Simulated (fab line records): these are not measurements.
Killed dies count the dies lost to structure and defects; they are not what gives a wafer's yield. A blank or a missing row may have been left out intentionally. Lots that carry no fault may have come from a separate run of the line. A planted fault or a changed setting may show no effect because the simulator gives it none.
Matching of chambers    flow n5 finfet    rie diel-05 running N5_BEOL_M0_CUTY_ETCH_62: 4 sister chambers
The step etches SiARC in CF4, time 58.5 s. 24 wafers are shown with their chamber, then 12 later ones without.

== WAFERS, EACH WITH ITS CHAMBER ==
wafer   chamber  drypump motor current A (A)  showerhead plenum p Torr (Torr)  etch rf on time s (s)
L074.1  3        5.1                          2.14                             58.9
L074.2  0        5.3                          1.98                             59.5
L074.3  1        6.6                          2.04                             58.2
L074.4  2        5.4                          2.04                             60.5
L074.5  3        5.2                          2.14                             60.0
L074.6  2        5.4                          2.04                             60.1
L077.1  2        5.4                          2.03                             60.4
L077.2  0        5.3                          1.98                             59.3
L077.4  3        5.1                          2.14                             59.6
L078.1  2        5.4                          2.03                             60.5
L078.2  0        5.3                          1.98                             59.6
L078.6  0        5.3                          1.98                             60.1
L080.2  0        5.3                          1.98                             59.5
L080.3  3        5.1                          2.13                             59.6
L080.4  1        6.6                          2.29                             56.9
L083.3  2        5.4                          2.03                             60.4
L083.4  1        6.6                          2.29                             56.7
L083.5  1        6.6                          2.29                             56.9
L084.1  3        5.1                          2.13                             58.9
L084.2  2        5.4                          2.03                             59.9
L084.5  1        6.6                          2.29                             57.0
L089.2  0        5.3                          1.97                             58.5
L089.4  1        6.6                          2.29                             56.7
L089.6  3        5.1                          2.13                             59.0

SIGNATURES, as means of the wafers listed above
reading                   chamber 0  chamber 1  chamber 2  chamber 3  scatter within a chamber
drypump motor current A   5.300      6.600      5.400      5.117      0.0204
showerhead plenum p Torr  1.9783     2.2483     2.0333     2.1350     0.0512
etch rf on time s         59.417     57.067     60.300     59.333     0.467
Rule: a wafer's distance from a chamber is the root of the sum, over the readings, of the square of ((its reading less the chamber's mean) divided by the reading's scatter). The wafer belongs to the nearest chamber; if the next one is less than 2 further off, it can't be placed. The scatter: take each reading less its chamber's mean, square it, sum over the shown wafers, divide by the number of wafers less the number of chambers, and take the root.

== WAFERS WITHOUT THEIR CHAMBER ==
wafer   drypump motor current A (A)  showerhead plenum p Torr (Torr)  etch rf on time s (s)
L091.4  6.6                          2.28                             56.6
L091.5  5.3                          1.97                             58.4
L091.6  5.1                          2.13                             58.6
L093.1  5.3                          1.97                             58.8
L093.3  6.6                          2.28                             56.9
L093.4  5.3                          1.97                             59.0
L096.1  5.1                          2.12                             59.6
L096.4  6.6                          2.28                             57.2
L096.5  6.6                          2.28                             56.4
L097.1  5.1                          2.12                             58.8
L097.4  6.6                          2.28                             57.2
L097.6  5.1                          2.12                             59.0

== WHICH CHAMBER EACH WENT THROUGH ==
wafer   from the rows above  in truth
L091.4  1                    1
L091.5  0                    0
L091.6  3                    3
L093.1  0                    0
L093.3  1                    1
L093.4  0                    0
L096.1  3                    3
L096.4  1                    1
L096.5  1                    1
L097.1  3                    3
L097.4  1                    1
L097.6  3                    3
Correct placement for 12 of the 12. Not placeable from these rows: 0. 0 placed wrongly.
